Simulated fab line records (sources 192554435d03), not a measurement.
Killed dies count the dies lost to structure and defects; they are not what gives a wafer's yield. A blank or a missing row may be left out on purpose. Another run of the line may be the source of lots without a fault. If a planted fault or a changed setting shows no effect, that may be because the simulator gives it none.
Chamber matching    flow n5Finfet    N5_BEOL_M1_CO_CAP_55 on cvdCo-01: 3 sister chambers
The step material Co, precursor CCTBA/H2, target thk 2 nm, time 102.1 s. 14 wafers are shown with their chamber, then 7 later ones without.

WAFERS, EACH WITH ITS CHAMBER
wafer   chamber  heaterPowerW (W)
L075.2  1        277
L075.5  1        278
L075.6  0        261
L078.3  2        239
L078.4  0        259
L078.5  1        275
L079.1  0        268
L079.3  1        272
L079.4  1        276
L080.2  0        265
L080.5  2        244
L080.6  1        275
L093.3  1        279
L093.5  1        270

SIGNATURES, as means of the wafers listed above
reading       chamber 0  chamber 1  chamber 2  scatter within a chamber
heaterPowerW  263.25     275.25     241.50     3.37
Rule: for each reading, subtract the chamber's mean from the wafer's reading, divide by that reading's scatter and square the result; add these up over the readings and take the root, which gives the wafer's distance from the chamber. If the next closest chamber is less than 2 further off than the closest, the wafer can't be placed; otherwise it belongs to the closest. The scatter is the square root of a quotient: the sum, over the shown wafers, of each reading's squared deviation from its chamber's mean, divided by wafers minus chambers.

WAFERS WHOSE CHAMBER IS MISSING
wafer   heaterPowerW (W)
L093.6  261
L094.2  274
L094.3  237
L094.5  239
L096.2  267
L096.4  261
L096.5  246

CHAMBER TAKEN BY EACH
wafer   from the rows above      in truth
L093.6  0                        0
L094.2  1                        1
L094.3  2                        2
L094.5  2                        2
L096.2  can't be placed: 0 or 1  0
L096.4  0                        0
L096.5  2                        2
Placed correctly: 6 of 7. These rows do not allow placing 1 (true chamber among the candidates in 1). Placed wrongly: 0.
